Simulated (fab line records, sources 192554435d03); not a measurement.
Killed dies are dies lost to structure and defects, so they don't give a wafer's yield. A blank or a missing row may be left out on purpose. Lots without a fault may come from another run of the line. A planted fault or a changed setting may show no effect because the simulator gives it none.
Chamber matching | flow n5_finfet | N5_FIN_SAQP_STRIP_77 on rie_diel-02: 4 sister chambers
The step strips in N2/H2, time 90 s. 20 wafers are shown with their chamber, then 10 later ones without.

WAFERS WITH THEIR CHAMBER
wafer  | chamber | showerhead_plenum_p_Torr (Torr) | throttle_valve_pct (%) | oes_product_au (a.u.)
L078.1 | 1       | 3.51                            | 12.5                   | 0.74
L078.3 | 3       | 3.37                            | 12.7                   | 0.72
L078.6 | 1       | 3.51                            | 12.4                   | 0.75
L080.1 | 0       | 3.33                            | 12.4                   | 0.66
L080.3 | 3       | 3.37                            | 12.7                   | 0.70
L080.6 | 0       | 3.33                            | 12.4                   | 0.67
L086.1 | 3       | 3.36                            | 12.8                   | 0.70
L086.2 | 2       | 3.42                            | 12.2                   | 0.85
L086.4 | 1       | 3.51                            | 12.5                   | 0.73
L087.2 | 2       | 3.42                            | 12.2                   | 0.86
L087.5 | 2       | 3.42                            | 12.2                   | 0.85
L087.6 | 1       | 3.50                            | 12.5                   | 0.72
L088.2 | 2       | 3.42                            | 12.3                   | 0.84
L088.3 | 1       | 3.50                            | 12.5                   | 0.72
L088.5 | 0       | 3.33                            | 11.8                   | 0.96
L089.2 | 0       | 3.33                            | 11.8                   | 0.96
L089.3 | 3       | 3.36                            | 12.8                   | 0.69
L089.6 | 3       | 3.36                            | 12.8                   | 0.68
L091.4 | 3       | 3.36                            | 12.8                   | 0.69
L091.5 | 1       | 3.50                            | 12.5                   | 0.71

SIGNATURES (means of the wafers above)
reading                  | chamber 0 | chamber 1 | chamber 2 | chamber 3 | scatter within a chamber
showerhead_plenum_p_Torr | 3.3300    | 3.5050    | 3.4200    | 3.3633    | 0.00421
throttle_valve_pct       | 12.100    | 12.483    | 12.225    | 12.767    | 0.156
oes_product_au           | 0.8125    | 0.7283    | 0.8500    | 0.6967    | 0.0747
Rule: a wafer's distance from a chamber is the root of the sum, over the readings, of the square of ((its reading less the chamber's mean) divided by the reading's scatter). The wafer belongs to the nearest chamber; if the next one is less than 2 further off, it can't be placed. The scatter: the root of (the sum of the squares of (reading less its chamber's mean) over the shown wafers, divided by (wafers less chambers)).

WAFERS WITHOUT THEIR CHAMBER
wafer  | showerhead_plenum_p_Torr (Torr) | throttle_valve_pct (%) | oes_product_au (a.u.)
L091.6 | 3.32                            | 11.8                   | 0.94
L094.2 | 3.49                            | 12.5                   | 0.71
L094.3 | 3.42                            | 12.3                   | 0.84
L094.4 | 3.32                            | 11.8                   | 0.92
L096.2 | 3.49                            | 12.5                   | 0.70
L096.3 | 3.32                            | 11.8                   | 0.91
L096.6 | 3.35                            | 12.9                   | 0.68
L097.1 | 3.35                            | 12.9                   | 0.68
L097.4 | 3.32                            | 11.8                   | 0.91
L097.5 | 3.42                            | 12.3                   | 0.84

WHICH CHAMBER EACH WENT THROUGH
wafer  | from the rows above | in truth
L091.6 | 0                   | 0
L094.2 | 1                   | 1
L094.3 | 2                   | 2
L094.4 | 0                   | 0
L096.2 | 1                   | 1
L096.3 | 0                   | 0
L096.6 | 3                   | 3
L097.1 | 3                   | 3
L097.4 | 0                   | 0
L097.5 | 2                   | 2
Placed correctly: 10 of 10. Can't be placed from these rows: 0. Placed wrongly: 0.
